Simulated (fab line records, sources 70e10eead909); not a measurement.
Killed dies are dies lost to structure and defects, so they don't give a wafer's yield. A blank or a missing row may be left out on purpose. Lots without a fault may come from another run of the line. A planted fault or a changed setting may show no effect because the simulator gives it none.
fab line records | flow nand_harc
record lots=14 wafers=40 last_day=34
route steps=1302 shown A_CONTACT@1085 END@1302
lots that met no fault: from a run of the same line without faults
start_h: hours from the record's first day to the start of the lot's first wafer shown | wait_h: hours since the lot's step before | " the same as in the row above | L1.1+2: a row that stands for several wafers | - no value, or no start given | * or withheld: withheld | < > ~ a bound
route shown NAME@n: a module of which the file shows steps, and the number in the route of the first | usual: mean/standard deviation of fault-free wafers | same: alike in all rows | chamber/n: place in a boat | sites: the reading at each site | _std_site: their standard deviation | _edge_site: outer sites' mean less inner sites' | radius_mm: how far each site lies from the wafer's centre | mask NAME#n: copy n | behind: the tool/chamber that last shaped the wafer | hold: why the lot was held/for how many hours/how that ended | device: the transistor (n, p or np) that didn't switch | end of line: the same wafers' tests at the end of the route | a step without rows: its recipe alone | killed: dies lost to structure and defects at the first sort, not the wafer's yield | map: a wafer's dies, x killed, . not, _ none there
set.NAME: the setting as run; set.NAME@STEP: as run at that earlier step | model.NAME: the simulator's own value behind a step, which no gauge read
steps of the route over a sample of lots; a table a step, a row a wafer
services: from which hour (start_h, from the record's first day; less than 0 if before it) a tool's chamber was out of use, for how many hours, and why
## steps
# step NHARC_A_CONTACT_ETCH_31
# recipe target_depth_a=28000 over_etch_frac=0.3 time_s=728 ion_energy_ev=150 o2_flow_sccm=400 cos_flow_sccm=20 ar_flow_sccm=0 rf_w=500 bias_w=300 chemistry=O2/COS
# usual drypump_motor_current_A=5.9/0.45 oes_product_au=0.998/0.011 rf_vpp_V=314.2/2.1 showerhead_plenum_p_Torr=3.13/0.14 throttle_valve_pct=28.331/0.009
# same over_etch_frac=0.3
# columns lot.wafer tool chamber start_h wait_h drypump_motor_current_A oes_product_au rf_hours_counter_h rf_vpp_V showerhead_plenum_p_Torr throttle_valve_pct
L707.2 rie_diel-06 2 530.79 - 6.2 0.991 10 312.6 3.00 28.335
L707.3 " 3 " " 5.8 0.999 10 317.8 3.34 28.316
L707.4 " 2 " " 6.2 0.995 - 311.1 3.00 28.350
L706.4 rie_diel-11 1 534.14 - 6.1 0.982 9 316.3 3.16 28.327
L706.6 " 0 " " 5.2 0.999 - 316.1 3.17 28.315
L706.5 " 1 " " 6.1 0.980 - 314.5 3.16 28.322
L708.2 rie_diel-11 0 535.97 - 5.2 0.998 12 315.9 3.17 28.325
L708.3 " 1 " " 6.1 0.983 10 314.2 3.16 28.333
L708.6 " 1 " " 6.1 0.978 - 314.8 3.16 28.336
L711.4 rie_diel-11 3 547.22 - 6.6 0.998 14 316.4 3.29 28.324
L711.1 " 2 " " 5.9 1.004 14 312.4 2.95 28.333
L711.5 " 3 " " 6.6 1.001 - 316.1 3.29 28.324
L710.4 rie_diel-11 3 548.47 - 6.6 1.007 15 315.7 3.29 28.321
L710.1 " 0 " " 5.1 0.994 15 314.7 3.17 28.330
L710.6 " 2 " " 5.9 1.003 - 313.5 2.95 28.333
L712.4 rie_diel-04 3 572.18 - 6.1 1.011 - 316.0 3.37 28.326
L712.6 " 0 " " 5.7 1.014 - 310.3 2.92 28.328
L712.5 " 2 " " 6.1 0.999 - 310.6 2.95 28.331
L713.4 rie_diel-11 1 594.18 - 6.1 0.993 21 315.4 3.16 28.322
L713.3 " 2 " " 5.9 0.998 22 309.8 2.95 28.343
L713.6 " 2 " " 5.9 0.992 - 311.2 2.95 28.327
L714.4 rie_diel-04 1 599.74 - 6.0 1.012 18 313.4 2.97 28.341
L714.2 " 2 " " 6.2 1.005 19 311.0 2.94 28.321
L714.5 " 3 " " 6.1 1.007 - 317.8 3.36 28.344
L715.2 rie_diel-06 2 606.24 - 6.2 1.001 36 311.6 2.98 28.333
L715.6 " 1 " " 6.0 1.014 - 315.5 3.19 28.340
L715.5 " 2 " " 6.2 0.994 - 312.5 2.98 28.323
L717.3 rie_diel-11 2 632.81 - 5.9 1.001 26 312.1 2.94 28.317
L717.6 " 3 " " 6.6 1.000 - 317.7 3.28 28.327
L717.5 " 0 " " 5.2 0.993 - 314.6 3.16 28.310
L722.2 rie_diel-11 2 678.17 - 5.9 0.867 6 311.8 2.94 28.324
L722.4 " 0 " " 5.2 1.002 7 314.3 3.16 28.332
L726.3 rie_diel-06 2 699.11 - 6.2 0.991 10 311.7 2.97 28.349
L726.4 " 0 " " 5.2 1.002 9 315.1 3.09 28.327
L726.6 " 1 " " 6.0 1.023 - 315.7 3.18 28.334
L724.3 rie_diel-11 3 702.79 - 6.6 0.991 11 317.6 3.27 28.336
L724.2 " 0 " " 5.1 0.869 13 315.7 3.15 28.334
L729.4 rie_diel-04 1 747.70 - 6.0 1.009 10 311.3 2.95 28.343
L729.1 " 2 " " 6.1 0.994 10 310.9 2.92 28.327
L729.6 " 3 " " 6.1 1.000 - 317.4 3.35 28.327
# step NHARC_A_CONTACT_ETCH_134
# recipe source_w=withheld pressure_mtorr=20 bias_v=withheld time_s=140 target_depth_a=7000 ar_flow_sccm=withheld c4f8_flow_sccm=withheld o2_flow_sccm=withheld chemistry=C4F8/O2/Ar
# columns lot.wafer tool chamber start_h wait_h rf_hours_counter_h
L707.2 har_cap_etch-02 0 531.46 - 89
L707.3 " 1 " " -
L707.4 " 0 " " -
L706.4 har_cap_etch-01 0 534.71 - -
L706.5 " 1 " " -
L706.6 " 0 " " -
L708.2 har_cap_etch-02 1 536.54 - 90
L708.3 " 0 " " -
L708.6 " 0 " " -
L711.1 har_cap_etch-02 1 547.75 - 91
L711.4 " 0 " " -
L711.5 " 0 " " -
L710.1 har_cap_etch-01 0 548.89 - 9
L710.4 " 0 " " -
L710.6 " 0 " " -
L712.4 har_cap_etch-03 1 572.70 - -
L712.5 " 0 " " -
L712.6 " 1 " " -
L713.4 har_cap_etch-03 0 594.77 - -
L713.3 " 1 " " -
L713.6 " 0 " " -
L714.2 har_cap_etch-03 1 600.16 - 60
L714.4 " 1 " " -
L714.5 " 1 " " -
L715.2 har_cap_etch-02 0 606.75 - 101
L715.6 " 1 " " -
L715.5 " 0 " " -
L717.3 har_cap_etch-02 1 633.28 - -
L717.6 " 0 " " -
L717.5 " 1 " " -
L722.2 har_cap_etch-03 1 678.68 - 75
L722.4 " 1 " " -
L726.3 har_cap_etch-02 0 699.65 - -
L726.4 " 1 " " -
L726.6 " 1 " " -
L724.2 har_cap_etch-03 0 703.22 - 80
L724.3 " 0 " " -
L729.1 har_cap_etch-02 0 748.16 - 124
L729.4 " 1 " " -
L729.6 " 0 " " -
# step NHARC_A_CONTACT_ETCH_136
# recipe source_w=withheld pressure_mtorr=20 bias_v=1200 time_s=311 target_depth_a=19120 ar_flow_sccm=withheld c4f8_flow_sccm=withheld o2_flow_sccm=withheld chemistry=C4F8/O2/Ar
# columns lot.wafer tool chamber start_h wait_h rf_hours_counter_h
L707.2 har_cap_etch-02 0 531.95 0.2 89
L707.3 " 1 " " -
L707.4 " 0 " " -
L706.4 har_cap_etch-01 0 535.22 0.2 -
L706.5 " 1 " " -
L706.6 " 0 " " -
L708.2 har_cap_etch-02 1 537.03 0.2 90
L708.3 " 0 " " -
L708.6 " 0 " " -
L711.1 har_cap_etch-02 1 548.22 0.2 92
L711.4 " 0 " " -
L711.5 " 0 " " -
L710.1 har_cap_etch-01 0 549.36 0.2 10
L710.4 " 0 " " -
L710.6 " 0 " " -
L712.4 har_cap_etch-03 1 573.21 0.2 -
L712.5 " 0 " " -
L712.6 " 1 " " -
L713.4 har_cap_etch-03 0 595.27 0.2 -
L713.3 " 1 " " -
L713.6 " 0 " " -
L714.2 har_cap_etch-03 1 600.63 0.2 61
L714.4 " 1 " " -
L714.5 " 1 " " -
L715.2 har_cap_etch-02 0 607.23 0.2 101
L715.6 " 1 " " -
L715.5 " 0 " " -
L717.3 har_cap_etch-02 1 633.79 0.2 -
L717.6 " 0 " " -
L717.5 " 1 " " -
L722.2 har_cap_etch-03 1 679.17 0.2 76
L722.4 " 1 " " -
L726.3 har_cap_etch-02 0 700.15 0.2 -
L726.4 " 1 " " -
L726.6 " 1 " " -
L724.2 har_cap_etch-03 0 703.69 0.2 80
L724.3 " 0 " " -
L729.1 har_cap_etch-02 0 748.65 0.2 125
L729.4 " 1 " " -
L729.6 " 0 " " -
# step NHARC_A_CONTACT_ETCH_139
# recipe source_w=withheld pressure_mtorr=20 bias_v=400 time_s=195 target_depth_a=8400 ar_flow_sccm=withheld c4f8_flow_sccm=11.5 o2_flow_sccm=7.2 chemistry=C4F8/O2/Ar
# columns lot.wafer tool chamber start_h wait_h rf_hours_counter_h
L707.2 har_cap_etch-02 0 532.78 0.2 90
L707.3 " 1 " " -
L707.4 " 0 " " -
L706.4 har_cap_etch-01 0 536.04 0.2 -
L706.5 " 1 " " -
L706.6 " 0 " " -
L708.2 har_cap_etch-02 1 537.85 0.2 91
L708.3 " 0 " " -
L708.6 " 0 " " -
L711.1 har_cap_etch-02 1 549.03 0.2 92
L711.4 " 0 " " -
L711.5 " 0 " " -
L710.1 har_cap_etch-01 0 550.18 0.2 11
L710.4 " 0 " " -
L710.6 " 0 " " -
L712.4 har_cap_etch-03 1 574.03 0.2 -
L712.5 " 0 " " -
L712.6 " 1 " " -
L713.4 har_cap_etch-03 0 596.09 0.2 -
L713.3 " 1 " " -
L713.6 " 0 " " -
L714.2 har_cap_etch-03 1 601.45 0.2 62
L714.4 " 1 " " -
L714.5 " 1 " " -
L715.2 har_cap_etch-02 0 608.05 0.2 102
L715.6 " 1 " " -
L715.5 " 0 " " -
L717.3 har_cap_etch-02 1 634.61 0.2 -
L717.6 " 0 " " -
L717.5 " 1 " " -
L722.2 har_cap_etch-03 1 679.99 0.2 76
L722.4 " 1 " " -
L726.3 har_cap_etch-02 0 700.97 0.2 -
L726.4 " 1 " " -
L726.6 " 1 " " -
L724.2 har_cap_etch-03 0 704.52 0.2 81
L724.3 " 0 " " -
L729.1 har_cap_etch-02 0 749.47 0.2 125
L729.4 " 1 " " -
L729.6 " 0 " " -
# step NHARC_END_SORT_01
# recipe temp_c=25
# usual killed_at_array=58/20 killed_at_other=0.8/1 killed_at_periphery=4.6/2.8 killed_dies=63/19 killed_open=3.4/2 killed_short=2.4/1.8
# same gross_dies=677
# columns lot.wafer tool chamber start_h wait_h killed_at_array killed_at_other killed_at_periphery killed_dies killed_open killed_short
L722.2 prober-01 0 727.37 2.8 121 0 3 124 4 0
L722.4 prober-01 0 728.98 3.4 40 1 1 42 0 0
L724.2 prober-01 0 770.05 2.8 106 0 3 109 4 4
L724.3 prober-01 0 770.86 3.1 80 1 4 85 0 1
# killed by level:class
L722.2 A_CONTACT:area_etch=75 A_SLIT:chamber_film_flake=25 A_CHANNEL_HOLE_D1:chamber_film_flake=13 A_CONTACT:chamber_film_flake=3 A_SGD_CUT:chamber_film_flake=2 P_M0:geometric_particle:open=1 P_M1:geometric_particle:open=1 A_ONON_D1:geometric_particle:open=1
L722.4 A_SLIT:chamber_film_flake=21 A_CHANNEL_HOLE_D1:chamber_film_flake=5 A_CONTACT:chamber_film_flake=5 A_BLC:chamber_film_flake=3 A_CHANNEL_FILL_D1:chamber_film_flake=2 A_CHANNEL_FILL_D2:chamber_film_flake=2 P_GATE:chamber_film_flake=1 A_STAIRCASE:chamber_film_flake=1
L724.2 A_CONTACT:area_etch=58 A_SLIT:chamber_film_flake=20 A_CHANNEL_HOLE_D1:chamber_film_flake=11 A_WL_FILL:chamber_film_flake=3 A_CONTACT:chamber_film_flake=3 A_CHANNEL_HOLE_D1:geometric_particle:open=2 A_CHANNEL_FILL_D2:geometric_particle:short=2 A_STAIRCASE:chamber_film_flake=2
L724.3 A_SLIT:chamber_film_flake=34 A_CHANNEL_HOLE_D1:chamber_film_flake=30 A_CHANNEL_HOLE_D2:chamber_film_flake=4 A_WL_FILL:chamber_film_flake=4 A_CONTACT:chamber_film_flake=4 P_ZERO_WELL:chamber_film_flake=3 A_STAIRCASE:chamber_film_flake=2 A_DECK1_JOINT:geometric_particle:short=1
## services
# columns tool chamber start_h hours kind
rie_diel-11 1 522.40 4.4 repair
rie_diel-06 0 524.67 9.9 repair
rie_diel-11 0 527.03 - clean
rie_diel-11 1 527.03 - clean
rie_diel-11 2 527.03 - clean
rie_diel-11 3 527.03 - clean
rie_diel-04 - 532.18 9.0 pm
rie_diel-06 1 551.05 2.3 repair
rie_diel-11 0 551.55 - clean
rie_diel-11 1 551.55 - clean
rie_diel-11 1 553.53 7.1 repair
rie_diel-06 0 565.19 10.4 repair
rie_diel-06 2 589.06 6.9 repair
rie_diel-06 1 611.16 8.6 repair
har_cap_etch-01 - 613.18 0.6 repair
har_cap_etch-02 - 614.61 1.6 repair
rie_diel-04 2 633.68 5.4 repair
rie_diel-11 - 646.03 9.0 pm
rie_diel-04 3 648.56 46.2 repair
rie_diel-06 - 662.38 9.0 pm
rie_diel-06 0 707.48 1.6 repair
rie_diel-04 - 709.18 9.0 pm
har_cap_etch-01 - 722.72 5.7 repair
rie_diel-06 1 733.90 13.4 repair
## key
first_sign step=NHARC_A_CONTACT_ETCH_31 reading=oes_product_au direction=down sigmas=12 usual=0.998 struck=0.868
effect step=NHARC_END_SORT_01 reading=killed_at_array direction=up sigmas=2.8 usual=58 struck=114
more_kills_born_at NHARC_A_CONTACT_ETCH_31@rie_diel-11=133
met_at NHARC_A_CONTACT_ETCH_31
struck_lots L722,L724
struck_wafers L722.2,L724.2
tester_left_out L722,L724
not_acting_at NHARC_A_CONTACT_ETCH_134,NHARC_A_CONTACT_ETCH_136,NHARC_A_CONTACT_ETCH_139
onset_between 632.81 678.17
fault kind=process_parameter_drift tool=rie_diel-11 chamber=- onset_h=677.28 steps=NHARC_A_CONTACT_ETCH_31 channel=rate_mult offset=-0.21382 shape=step end_h=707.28 scope=struck_wafers_only
# tester_left_out: of these lots the tester's yield and bins aren't shown, on N5 and GAA mostly nor the transistor test; their killed dies are dies lost to structure and defects alone, not to doping, threshold or leakage, so they don't give the yield
